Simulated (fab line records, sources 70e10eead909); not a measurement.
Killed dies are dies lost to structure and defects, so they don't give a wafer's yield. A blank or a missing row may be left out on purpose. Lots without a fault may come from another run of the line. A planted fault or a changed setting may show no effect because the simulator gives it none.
A struck lot beside a sound one | flow nand_harc | 15 steps out of a route of 1302
Sound: wafers L637.1, L637.3, L637.4. Struck: wafers L642.1, L642.4, L642.6. The cause comes at the end.
At each step with rows: each side's tool, then ch and its chambers, then its first start. Under that, the readings that differ: sound wafers | struck wafers | difference of the means | sigmas: that difference in standard deviations of wafers without a fault.
alike: readings whose means differ by less than 2 such deviations, and words and numbers that are the same on both sides. not compared: withheld readings, readings that some wafer has no value for, bounds like >300 that may hide the same value, and numbers for which the record gives no deviation and whose values overlap.
The two part at a step that has a row with sigmas, a row that says differs or no value, or rows on one side only. Numbers that don't overlap but have no deviation are shown without sigmas and don't part them. A reading that every wafer of one side lacks parts them only if that side has two wafers or more.

NHARC_P_GATE_CD_MEAS_59: target cd 720 nm.
  sound on cd_sem-01 ch 0, day 7 16:49; struck on cd_sem-03 ch 0, day 10 00:04
  alike: cd_nm
then, 1 step without rows for these wafers: NHARC_P_GATE_HARDBAKE_60 (time 80 s).
NHARC_P_GATE_DESCUM_61: chemistry O2, time 3 s.
  sound on rie_diel-04 ch 0,1,2, day 7 16:59; struck on rie_diel-04 ch 0,3, day 10 00:13
  alike: chamber_pressure_mTorr, drypump_motor_current_A, oes_product_au, rf_vpp_V, showerhead_plenum_p_Torr, throttle_valve_pct
  not compared: rf_hours_counter_h
then, 1 step without rows for these wafers: NHARC_P_GATE_IMPLANT_62.
NHARC_P_GATE_STRIP_112: strips in N2/H2, time 200 s.
  sound on plasma_asher-01 ch 0,1, day 7 17:24; struck on plasma_asher-01 ch 0,1, day 10 00:35
  alike: drypump_motor_current_A, heater_power_w
  not compared: rf_hours_counter_h
NHARC_P_GATE_STRIP_76: strips in O2.
  sound on plasma_asher-01 ch 0,1, day 7 17:38; struck on plasma_asher-01 ch 0,1, day 10 00:51
  alike: drypump_motor_current_A, heater_power_w
  not compared: rf_hours_counter_h
then, 6 steps without rows for these wafers: NHARC_P_GATE_STRIP_63 (strips in SPM, time 900 s); NHARC_P_GATE_DEHYDRATE_83 (time 120 s); NHARC_P_GATE_HMDS_84 (time 30 s); NHARC_P_GATE_COAT_85; NHARC_P_GATE_SOFTBAKE_86 (time 95 s); NHARC_P_GATE_EBR_87.
NHARC_P_GATE_EXPOSE_88: exposes mask P HVN, target cd 2000 nm.
  sound on krf_scanner-04 ch 0, day 7 18:23; struck on krf_scanner-04 ch 0, day 10 01:37
  reading                        | sound             | struck               | difference | sigmas
  model.P_GATE.overlay_x_nm (nm) | 9.578 9.578 9.578 | -131.3 -131.3 -131.3 | -140.9     |
  alike: mask
then, 2 steps without rows for these wafers: NHARC_P_GATE_PEB_89 (peb time 85 s); NHARC_END_SORT_01.

WHERE THEY PART
Nowhere in this record.

WHY: what the simulator had put in
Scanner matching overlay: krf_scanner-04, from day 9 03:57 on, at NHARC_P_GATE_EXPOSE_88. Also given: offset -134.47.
